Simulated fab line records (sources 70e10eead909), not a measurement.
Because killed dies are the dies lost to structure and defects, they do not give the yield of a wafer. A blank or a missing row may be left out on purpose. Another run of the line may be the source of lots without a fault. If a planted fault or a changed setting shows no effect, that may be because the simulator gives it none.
Matching of chambers :: flow nandHarc :: NHARC_P_BONDPAD_ACTIVATE_29 on rieDiel-07 has 4 sister chambers
The step chemistry N2, time 60 s. 18 wafers are shown with their chamber, then 9 later ones without.

EACH WAFER AND ITS CHAMBER
wafer: L074.1
chamber: 2
showerheadPlenumPTorr (Torr): 1.78
drypumpMotorCurrentA (A): 6.1
rfVppV (V): 63.9

wafer: L074.2
chamber: 1
showerheadPlenumPTorr (Torr): 1.70
drypumpMotorCurrentA (A): 5.9
rfVppV (V): 63.5

wafer: L074.4
chamber: 3
showerheadPlenumPTorr (Torr): 1.80
drypumpMotorCurrentA (A): 6.5
rfVppV (V): 65.3

wafer: L075.3
chamber: 0
showerheadPlenumPTorr (Torr): 1.71
drypumpMotorCurrentA (A): 5.8
rfVppV (V): 64.9

wafer: L075.5
chamber: 2
showerheadPlenumPTorr (Torr): 1.78
drypumpMotorCurrentA (A): 6.1
rfVppV (V): 63.7

wafer: L075.6
chamber: 1
showerheadPlenumPTorr (Torr): 1.70
drypumpMotorCurrentA (A): 5.9
rfVppV (V): 63.8

wafer: L084.2
chamber: 2
showerheadPlenumPTorr (Torr): 1.78
drypumpMotorCurrentA (A): 6.1
rfVppV (V): 63.2

wafer: L084.5
chamber: 2
showerheadPlenumPTorr (Torr): 1.78
drypumpMotorCurrentA (A): 6.1
rfVppV (V): 63.2

wafer: L084.6
chamber: 3
showerheadPlenumPTorr (Torr): 1.79
drypumpMotorCurrentA (A): 6.5
rfVppV (V): 65.0

wafer: L085.1
chamber: 2
showerheadPlenumPTorr (Torr): 1.78
drypumpMotorCurrentA (A): 6.1
rfVppV (V): 64.5

wafer: L085.2
chamber: 1
showerheadPlenumPTorr (Torr): 1.70
drypumpMotorCurrentA (A): 5.8
rfVppV (V): 62.2

wafer: L085.4
chamber: 0
showerheadPlenumPTorr (Torr): 1.71
drypumpMotorCurrentA (A): 5.7
rfVppV (V): 63.8

wafer: L086.1
chamber: 3
showerheadPlenumPTorr (Torr): 1.79
drypumpMotorCurrentA (A): 6.5
rfVppV (V): 63.5

wafer: L086.2
chamber: 2
showerheadPlenumPTorr (Torr): 1.78
drypumpMotorCurrentA (A): 6.1
rfVppV (V): 64.5

wafer: L086.5
chamber: 0
showerheadPlenumPTorr (Torr): 1.71
drypumpMotorCurrentA (A): 5.7
rfVppV (V): 64.0

wafer: L089.3
chamber: 3
showerheadPlenumPTorr (Torr): 1.79
drypumpMotorCurrentA (A): 6.5
rfVppV (V): 64.4

wafer: L089.4
chamber: 2
showerheadPlenumPTorr (Torr): 1.78
drypumpMotorCurrentA (A): 6.1
rfVppV (V): 64.1

wafer: L089.6
chamber: 2
showerheadPlenumPTorr (Torr): 1.78
drypumpMotorCurrentA (A): 6.1
rfVppV (V): 63.5

SIGNATURES (means of the wafers above)
reading: showerheadPlenumPTorr
chamber 0: 1.7100
chamber 1: 1.7000
chamber 2: 1.7800
chamber 3: 1.7925
scatter within a chamber: 0.00231

reading: drypumpMotorCurrentA
chamber 0: 5.733
chamber 1: 5.867
chamber 2: 6.100
chamber 3: 6.500
scatter within a chamber: 0.0309

reading: rfVppV
chamber 0: 64.233
chamber 1: 63.167
chamber 2: 63.825
chamber 3: 64.550
scatter within a chamber: 0.65
Rule: for each reading, subtract the chamber's mean from the wafer's reading, divide by that reading's scatter and square the result; add these up over the readings and take the root, which gives the wafer's distance from the chamber. If the next closest chamber is less than 2 further off than the closest, the wafer can't be placed; otherwise it belongs to the closest. The scatter: the root of (the sum of the squares of (reading less its chamber's mean) over the shown wafers, divided by (wafers less chambers)).

WAFERS MISSING THEIR CHAMBER
wafer: L093.2
showerheadPlenumPTorr (Torr): 1.79
drypumpMotorCurrentA (A): 6.5
rfVppV (V): 65.0

wafer: L093.3
showerheadPlenumPTorr (Torr): 1.71
drypumpMotorCurrentA (A): 5.8
rfVppV (V): 63.4

wafer: L093.4
showerheadPlenumPTorr (Torr): 1.78
drypumpMotorCurrentA (A): 6.1
rfVppV (V): 64.8

wafer: L094.2
showerheadPlenumPTorr (Torr): 1.79
drypumpMotorCurrentA (A): 6.5
rfVppV (V): 64.9

wafer: L094.3
showerheadPlenumPTorr (Torr): 1.70
drypumpMotorCurrentA (A): 5.8
rfVppV (V): 63.1

wafer: L094.5
showerheadPlenumPTorr (Torr): 1.70
drypumpMotorCurrentA (A): 5.8
rfVppV (V): 62.5

wafer: L095.1
showerheadPlenumPTorr (Torr): 1.78
drypumpMotorCurrentA (A): 6.1
rfVppV (V): 63.3

wafer: L095.3
showerheadPlenumPTorr (Torr): 1.70
drypumpMotorCurrentA (A): 5.8
rfVppV (V): 62.6

wafer: L095.6
showerheadPlenumPTorr (Torr): 1.71
drypumpMotorCurrentA (A): 5.8
rfVppV (V): 65.3

THE CHAMBER EACH PASSED THROUGH
wafer: L093.2
from the rows above: 3
in truth: 3

wafer: L093.3
from the rows above: 0
in truth: 0

wafer: L093.4
from the rows above: 2
in truth: 2

wafer: L094.2
from the rows above: 3
in truth: 3

wafer: L094.3
from the rows above: 1
in truth: 1

wafer: L094.5
from the rows above: 1
in truth: 1

wafer: L095.1
from the rows above: 2
in truth: 2

wafer: L095.3
from the rows above: 1
in truth: 1

wafer: L095.6
from the rows above: 0
in truth: 0
9 of 9 placed correctly. Number that these rows cannot place: 0. Number placed wrongly: 0.
